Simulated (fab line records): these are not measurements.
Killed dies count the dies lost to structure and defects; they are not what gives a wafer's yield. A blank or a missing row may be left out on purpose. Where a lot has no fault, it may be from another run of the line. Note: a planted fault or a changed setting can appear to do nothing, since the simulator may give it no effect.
What tool caused it?    flow nand harc    Sampling: 12 lots, 36 wafers, 6 of 1159 route steps

## WHAT THE GAUGES SHOWED, per wafer
NHARC_END_SORT_01.
lot   measured      on         defect limited yield (%)  killed at array  killed at other  killed at periphery  killed dies  killed open  killed short  sort_bin_2_pct (%)  sort_bin_3_pct (%)  sort_bin_4_pct (%)  sort n pass  sort rim yield pct (%)  sort yield pct (%)
L358  day 21 22:04  prober-02  96.5 97.2 96.8            22 17 19         0 1 1            2 1 2                24 19 22     5 3 3        5 2 3         1.2 0.9 0.9         0.15 0 0.44         2.2 1.9 1.9         653 658 655  93 94 94                96.5 97.2 96.8

## EACH LOT AND THE TOOL THAT RAN IT (in order: tool; ch and the chambers of the sampled wafers; start)
lot   NHARC_P_M1_DEP_33                NHARC_P_M2_ETCH_28                             NHARC_P_M2_PVD_21                        NHARC_P_M2_ECD_22               NHARC_P_M2_CMP_23
L349  pecvd-03 ch 0,1,2, day 6 12:43   rie diel-03 ch 1,2,3, day 6 15:41 or earlier   pvd sputter-03, day 6 15:41 or earlier   ecd cu-01 ch 0,1, day 6 15:41   cmp-01 ch 0,3, day 6 16:16
L352  pecvd-04 ch 0,1,2, day 6 23:19   rie diel-06 ch 1,2, day 7 02:22 or earlier     pvd sputter-03, day 7 02:22 or earlier   ecd cu-02 ch 0,1, day 7 02:22   cmp-03 ch 2,3, day 7 03:04
L353  pecvd-04 ch 1,2, day 7 10:01     rie diel-03 ch 0,2, day 7 12:56 or earlier     pvd sputter-03, day 7 12:56 or earlier   ecd cu-02 ch 0,1, day 7 12:56   cmp-01 ch 1,2, day 7 13:41
L354  pecvd-04 ch 0,1,2, day 7 17:50   rie diel-03 ch 0,1,2, day 7 20:46 or earlier   pvd sputter-03, day 7 20:46 or earlier   ecd cu-01 ch 0,1, day 7 20:46   cmp-03 ch 0,2,3, day 7 21:30
L355  pecvd-04 ch 0,1,2, day 7 18:24   rie diel-03 ch 0,1, day 7 21:22 or earlier     pvd sputter-03, day 7 21:22 or earlier   ecd cu-02 ch 0,1, day 7 21:22   cmp-01 ch 1,3, day 7 22:01
L358  pecvd-04 ch 0,2, day 8 12:34     rie diel-06 ch 0,1,2, day 8 15:36 or earlier   pvd sputter-01, day 8 15:36 or earlier   ecd cu-01 ch 0,1, day 8 15:36   cmp-03 ch 0,1,3, day 8 16:29
L357  pecvd-04 ch 0,1,2, day 8 23:34   rie diel-06 ch 0,3, day 9 02:27 or earlier     pvd sputter-02, day 9 02:27 or earlier   ecd cu-01 ch 0,1, day 9 02:27   cmp-03 ch 1,3, day 9 03:08
L363  pecvd-04 ch 0,1,2, day 10 09:19  rie diel-06 ch 0,2, day 10 12:11 or earlier    pvd sputter-02, day 10 12:11 or earlier  ecd cu-02 ch 0,1, day 10 12:11  cmp-02 ch 0,2, day 10 12:56
L365  pecvd-04 ch 1,2, day 10 09:46    rie diel-06 ch 0,2,3, day 10 12:47 or earlier  pvd sputter-01, day 10 12:47 or earlier  ecd cu-01 ch 1, day 10 12:47    cmp-02 ch 0,1, day 10 13:28
L364  pecvd-03 ch 0,1, day 10 10:04    rie diel-06 ch 0,3, day 10 13:14 or earlier    pvd sputter-01, day 10 13:14 or earlier  ecd cu-01 ch 0,1, day 10 13:14  cmp-02 ch 2,3, day 10 13:56
L366  pecvd-02 ch 0,2, day 10 17:49    rie diel-06 ch 1,2,3, day 10 20:50 or earlier  pvd sputter-03, day 10 20:50 or earlier  ecd cu-01 ch 0,1, day 10 20:50  cmp-01 ch 0,1, day 10 21:34
L369  pecvd-04 ch 0,2, day 11 05:58    rie diel-03 ch 0,2, day 11 08:51 or earlier    pvd sputter-01, day 11 08:51 or earlier  ecd cu-02 ch 0,1, day 11 08:51  cmp-02 ch 0,3, day 11 09:34
- NHARC_P_M1_DEP_33: deposits SiCN, target thk 30 nm.
- NHARC_P_M2_ETCH_28: etches the open film in CF4/N2, target depth 30 nm, time 72.99 s.
- NHARC_P_M2_PVD_21: deposits Cu, target thk 30 nm, time 20.49 s.
- NHARC_P_M2_ECD_22: material Cu, target thk 400 nm.
- NHARC_P_M2_CMP_23: polishes, t overpolish 20 s, target thk 144.3 nm.

## WHAT THE TOOLS THEMSELVES READ (means of the sampled wafers that have a number; where no wafer has one, the mark that the record gives instead)
NHARC_P_M1_DEP_33.
lot   tool      heater power w (W)
L349  pecvd-03  547
L352  pecvd-04  629
L353  pecvd-04  637
L354  pecvd-04  620
L355  pecvd-04  644
L358  pecvd-04  626
L357  pecvd-04  667
L363  pecvd-04  579
L365  pecvd-04  608
L364  pecvd-03  534
L366  pecvd-02  597
L369  pecvd-04  631

NHARC_P_M2_ETCH_28.
lot   tool         drypump motor current A (A)  oes product au (a.u.)  rf vpp V (V)  showerhead plenum p Torr (Torr)  throttle valve pct (%)
L349  rie diel-03  5.8                          0.996                  316.3         2.76                             19.785
L352  rie diel-06  6.1                          1.013                  312.9         2.57                             19.795
L353  rie diel-03  5.4                          0.987                  315.4         2.65                             19.799
L354  rie diel-03  5.5                          0.990                  314.9         2.67                             19.803
L355  rie diel-03  5.5                          0.997                  314.2         2.70                             19.799
L358  rie diel-06  5.6                          1.002                  314.5         2.58                             19.788
L357  rie diel-06  5.0                          0.996                  313.8         2.65                             19.813
L363  rie diel-06  5.8                          1.010                  314.0         2.62                             19.795
L365  rie diel-06  5.5                          0.995                  314.7         2.64                             19.797
L364  rie diel-06  5.0                          1.001                  314.3         2.65                             19.796
L366  rie diel-06  5.8                          1.007                  313.3         2.59                             19.798
L369  rie diel-03  5.4                          0.991                  314.4         2.64                             19.797

NHARC_P_M2_PVD_21.
lot   tool            throttle valve pct (%)
L349  pvd sputter-03  29.8
L352  pvd sputter-03  29.4
L353  pvd sputter-03  29.5
L354  pvd sputter-03  29.7
L355  pvd sputter-03  29.6
L358  pvd sputter-01  30.0
L357  pvd sputter-02  29.2
L363  pvd sputter-02  30.0
L365  pvd sputter-01  29.6
L364  pvd sputter-01  29.5
L366  pvd sputter-03  30.7
L369  pvd sputter-01  29.9

NHARC_P_M2_CMP_23.
lot   tool    motor current A (A)  retaining ring pressure frac  time to endpoint s (s)
L349  cmp-01  10.8                 1.001                         27.6
L352  cmp-03  13.6                 0.997                         27.6
L353  cmp-01  12.0                 1.002                         28.2
L354  cmp-03  12.7                 0.993                         28.6
L355  cmp-01  12.8                 1.001                         28.8
L358  cmp-03  13.4                 1.005                         30.5
L357  cmp-03  13.6                 0.997                         28.0
L363  cmp-02  13.1                 1.006                         28.9
L365  cmp-02  14.3                 1.003                         23.2
L364  cmp-02  12.2                 0.996                         20.2
L366  cmp-01  11.3                 0.999                         22.9
L369  cmp-02  12.0                 1.002                         29.7

## THE ANSWER, worked out from the rows above alone
Rule: the usual values come from the lots themselves. The widest of any qualifying gaps counts: lots, ordered by their means at a reading, are off when they make up no more than a third of the lots, leave a main group of 4 or more, and stand apart from it by 3 or more times the standard deviation of that group's means. Not used: any main group whose means are identical at the precision the tables above print for the reading. A lot without any number at a reading at which 4 lots or more have one is off too. Any other lot the step has rows for is counted as sound. First the gauges in route order, then the tools' own readings, where a lot's mean is used as printed above. The first step at which some lot is off is used, and at that step the reading that is off furthest; a lot without a number counts as furthest.
Off at NHARC_P_M2_CMP_23 (time to endpoint s): L365, L364, L366. The main group has a mean of 28.7 s with a standard deviation of 0.91.
If a tool, at that step or one of the process steps before it, ran each lot that is off and ran no sound lot following the first of them, it fits. NHARC_P_M2_ETCH_28 gives no start for some lots, so the hours and the order of its lots are those of NHARC_P_M2_ECD_22. NHARC_P_M2_PVD_21 gives no start for some lots, so the hours and the order of its lots are those of NHARC_P_M2_ECD_22. Can't be told from this: 2 tools fit, rie diel-06 at NHARC_P_M2_ETCH_28, ecd cu-01 at NHARC_P_M2_ECD_22.

## WHAT THE SIMULATOR PUT IN
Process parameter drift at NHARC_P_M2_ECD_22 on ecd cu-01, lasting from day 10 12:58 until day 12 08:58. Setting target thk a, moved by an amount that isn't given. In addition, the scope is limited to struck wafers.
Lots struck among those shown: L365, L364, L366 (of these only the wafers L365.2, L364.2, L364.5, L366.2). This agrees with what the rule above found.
